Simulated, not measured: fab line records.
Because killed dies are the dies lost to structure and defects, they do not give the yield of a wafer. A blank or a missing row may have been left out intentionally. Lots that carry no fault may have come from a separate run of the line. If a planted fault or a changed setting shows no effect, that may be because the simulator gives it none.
Matching of chambers -- flow nand harc -- rie si-04 running NHARC_A_CHANNEL_FILL_D1_ETCHBACK_19: 4 sister chambers
The step etches the open film in HBr/Cl2, target depth 5 nm, time 1.7 s. 8 wafers are shown with their chamber, then 9 later ones without.

## EACH WAFER AND ITS CHAMBER
wafer,chamber,oes product au (a.u.),throttle valve pct (%)
L078.5,1,0.994,26.411
L081.6,3,1.011,26.386
L084.2,3,1.010,26.421
L084.3,2,0.998,26.417
L084.4,0,0.988,26.393
L089.1,0,0.985,26.408
L089.5,2,0.985,26.409
L089.6,1,0.997,26.404

## WAFERS MISSING THEIR CHAMBER
wafer,oes product au (a.u.),throttle valve pct (%)
L092.1,1.013,26.387
L092.5,1.012,26.408
L092.6,1.000,26.394
L093.2,1.008,26.406
L093.3,0.996,26.417
L093.6,1.002,26.419
L096.1,0.993,26.418
L096.2,0.988,26.404
L096.4,0.988,26.416

## CHAMBER TAKEN BY EACH
wafer,from the rows above,in truth
L092.1,3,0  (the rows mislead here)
L092.5,3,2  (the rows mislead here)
L092.6,can't be placed: 1 or 2 or 3 or 0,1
L093.2,3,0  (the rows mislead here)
L093.3,can't be placed: 1 or 2 or 0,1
L093.6,can't be placed: 1 or 3 or 2 or 0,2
L096.1,can't be placed: 2 or 1 or 0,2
L096.2,can't be placed: 0 or 2 or 1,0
L096.4,can't be placed: 2 or 0 or 1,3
Correct placement for 0 of the 9. These rows do not allow placing 6 (true chamber among the candidates in 5). Wrongly placed: 3.
How it was worked out, from the rows above alone: a wafer's distance from a chamber is the root of the sum, over the readings, of the square of ((its reading less the chamber's mean) divided by the reading's scatter). If the next closest chamber is less than 2 further off than the closest, the wafer can't be placed; otherwise it belongs to the closest. A chamber's mean is the mean of its shown wafers. The scatter: the root of (the sum of the squares of (reading less its chamber's mean) over the shown wafers, divided by (wafers less chambers)).
